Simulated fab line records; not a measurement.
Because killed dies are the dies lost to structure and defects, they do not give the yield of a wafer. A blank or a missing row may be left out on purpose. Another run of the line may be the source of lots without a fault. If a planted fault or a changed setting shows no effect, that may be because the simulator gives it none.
Matching of chambers | flow n5Finfet | rieDiel-05 running N5_BEOL_M10_DESCUM_33: 4 sister chambers
The step chemistry O2, time 7.9 s. 14 wafers are shown with their chamber, then 7 later ones without.

WAFERS WITH THEIR CHAMBER
wafer  | chamber | showerheadPlenumPTorr (Torr) | drypumpMotorCurrentA (A) | throttleValvePct (%)
L077.2 | 1       | 2.03                         | 5.5                      | 20.2
L077.3 | 3       | 2.14                         | 5.0                      | 20.5
L077.4 | 2       | 1.93                         | 5.7                      | 21.0
L079.2 | 2       | 1.93                         | 5.7                      | 21.0
L079.3 | 1       | 2.02                         | 5.6                      | 20.2
L079.6 | 1       | 2.02                         | 5.6                      | 20.2
L084.2 | 2       | 1.92                         | 5.7                      | 21.0
L084.3 | 1       | 2.02                         | 5.6                      | 20.2
L084.4 | 2       | 1.92                         | 5.7                      | 21.0
L085.1 | 2       | 1.92                         | 5.7                      | 21.0
L085.4 | 0       | 1.95                         | 4.8                      | 20.4
L085.5 | 2       | 1.92                         | 5.7                      | 21.0
L086.1 | 1       | 2.02                         | 5.6                      | 20.3
L086.2 | 2       | 1.92                         | 5.7                      | 21.0

SIGNATURES, as means of the wafers listed above
reading               | chamber 0 | chamber 1 | chamber 2 | chamber 3 | scatter within a chamber
showerheadPlenumPTorr | 1.9500    | 2.0220    | 1.9229    | 2.1400    | 0.00472
drypumpMotorCurrentA  | 4.800     | 5.580     | 5.700     | 5.000     | 0.0283
throttleValvePct      | 20.400    | 20.220    | 21.000    | 20.500    | 0.0283
Rule: a wafer's distance from a chamber is the root of the sum, over the readings, of the square of ((its reading less the chamber's mean) divided by the reading's scatter). If the next closest chamber is less than 2 further off than the closest, the wafer can't be placed; otherwise it belongs to the closest. The scatter: take each reading less its chamber's mean, square it, sum over the shown wafers, divide by the number of wafers less the number of chambers, and take the root.

WAFERS WITH NO CHAMBER GIVEN
wafer  | showerheadPlenumPTorr (Torr) | drypumpMotorCurrentA (A) | throttleValvePct (%)
L086.6 | 2.02                         | 5.6                      | 20.3
L090.1 | 2.14                         | 5.0                      | 20.1
L090.3 | 1.95                         | 4.9                      | 20.5
L090.5 | 2.01                         | 5.5                      | 20.3
L095.1 | 2.01                         | 5.6                      | 20.3
L095.2 | 2.20                         | 4.9                      | 20.0
L095.5 | 2.13                         | 5.0                      | 20.1

WHICH CHAMBER EACH WENT THROUGH
wafer  | from the rows above | in truth
L086.6 | 1                   | 1
L090.1 | 3                   | 3
L090.3 | 0                   | 0
L090.5 | 1                   | 1
L095.1 | 1                   | 1
L095.2 | 3                   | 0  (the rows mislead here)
L095.5 | 3                   | 3
Placed correctly: 6 of 7. Number that these rows cannot place: 0. 1 placed wrongly.
